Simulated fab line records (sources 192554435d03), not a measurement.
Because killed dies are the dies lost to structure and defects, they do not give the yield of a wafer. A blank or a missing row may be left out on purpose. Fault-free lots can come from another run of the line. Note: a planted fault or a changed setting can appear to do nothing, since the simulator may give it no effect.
Chamber matching :: flow n5 finfet :: 3 sister chambers for N5_FIN_SAQP_PECVD_48 on pecvd-03
The step deposits SiNx from SiH4/NH3/N2, target thk 25 nm, time 22.1 s. 6 wafers are shown with their chamber, then 10 later ones without.

WAFERS, EACH WITH ITS CHAMBER
wafer: L082.6
chamber: 0
throttle valve pct (%): 40.1
heater power w (W): 684

wafer: L086.1
chamber: 1
throttle valve pct (%): 42.1
heater power w (W): 696

wafer: L086.4
chamber: 0
throttle valve pct (%): 40.3
heater power w (W): 722

wafer: L086.5
chamber: 2
throttle valve pct (%): 37.4
heater power w (W): 607

wafer: L087.1
chamber: 2
throttle valve pct (%): 37.6
heater power w (W): 566

wafer: L087.4
chamber: 1
throttle valve pct (%): 42.1
heater power w (W): 756

WAFERS WHOSE CHAMBER IS MISSING
wafer: L087.5
throttle valve pct (%): 40.4
heater power w (W): 763

wafer: L089.3
throttle valve pct (%): 37.6
heater power w (W): 617

wafer: L089.4
throttle valve pct (%): 37.6
heater power w (W): 599

wafer: L089.6
throttle valve pct (%): 40.1
heater power w (W): 672

wafer: L090.4
throttle valve pct (%): 42.3
heater power w (W): 783

wafer: L090.5
throttle valve pct (%): 37.5
heater power w (W): 678

wafer: L090.6
throttle valve pct (%): 40.3
heater power w (W): 766

wafer: L093.1
throttle valve pct (%): 37.7
heater power w (W): 676

wafer: L093.5
throttle valve pct (%): 41.8
heater power w (W): 797

wafer: L093.6
throttle valve pct (%): 40.3
heater power w (W): 702

WHICH CHAMBER EACH ONE RAN IN
wafer: L087.5
from the rows above: 0
in truth: 0

wafer: L089.3
from the rows above: 2
in truth: 2

wafer: L089.4
from the rows above: 2
in truth: 2

wafer: L089.6
from the rows above: 0
in truth: 0

wafer: L090.4
from the rows above: 1
in truth: 1

wafer: L090.5
from the rows above: 2
in truth: 2

wafer: L090.6
from the rows above: 0
in truth: 0

wafer: L093.1
from the rows above: 2
in truth: 2

wafer: L093.5
from the rows above: 1
in truth: 1

wafer: L093.6
from the rows above: 0
in truth: 0
Correctly placed: 10 of 10. Not placeable from these rows: 0. 0 placed wrongly.
How it was worked out, from the rows above alone: a wafer's distance from a chamber is the root of the sum, over the readings, of the square of ((its reading less the chamber's mean) divided by the reading's scatter). The wafer belongs to the nearest chamber; if the next one is less than 2 further off, it can't be placed. A chamber's mean is the mean of its shown wafers. The scatter: the root of (the sum of the squares of (reading less its chamber's mean) over the shown wafers, divided by (wafers less chambers)).
